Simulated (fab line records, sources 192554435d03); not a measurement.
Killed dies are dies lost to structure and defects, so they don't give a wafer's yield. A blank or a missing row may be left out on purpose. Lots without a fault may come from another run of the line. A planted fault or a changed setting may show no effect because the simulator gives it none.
Chamber matching | flow n5_finfet | N5_BEOL_M2_ETCH_70 on rie_diel-05: 4 sister chambers
The step etches SOC in N2/H2, target depth 80 nm, overetch 24 nm, time 130 s. 4 wafers are shown with their chamber, then 10 later ones without.

WAFERS WITH THEIR CHAMBER
wafer  | chamber | showerhead_plenum_p_Torr (Torr)
L087.6 | 3       | 2.49
L089.5 | 0       | 2.47
L092.1 | 2       | 2.69
L092.4 | 1       | 2.49

WAFERS WITHOUT THEIR CHAMBER
wafer  | showerhead_plenum_p_Torr (Torr)
L092.6 | 2.49
L094.2 | 2.69
L094.3 | 2.49
L094.6 | 2.49
L095.1 | 2.68
L095.3 | 2.49
L095.5 | 2.49
L097.1 | 2.68
L097.2 | 2.48
L097.4 | 2.46

WHICH CHAMBER EACH WENT THROUGH
wafer  | from the rows above          | in truth
L092.6 | can't be placed: 1 or 3      | 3
L094.2 | 2                            | 2
L094.3 | can't be placed: 1 or 3      | 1
L094.6 | can't be placed: 1 or 3      | 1
L095.1 | 2                            | 2
L095.3 | can't be placed: 1 or 3      | 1
L095.5 | can't be placed: 1 or 3      | 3
L097.1 | 2                            | 2
L097.2 | can't be placed: 0 or 1 or 3 | 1
L097.4 | 0                            | 0
Placed correctly: 4 of 10. Can't be placed from these rows: 6 (the true chamber is among the candidates in 6). Placed wrongly: 0.
How it was worked out, from the rows above alone: a wafer's distance from a chamber is the root of the sum, over the readings, of the square of ((its reading less the chamber's mean) divided by the reading's scatter). The wafer belongs to the nearest chamber; if the next one is less than 2 further off, it can't be placed. A chamber's mean is the mean of its shown wafers. The scatter: with one shown wafer a chamber, the root of the mean of the squares of how far each hidden wafer lies from its nearest shown one.
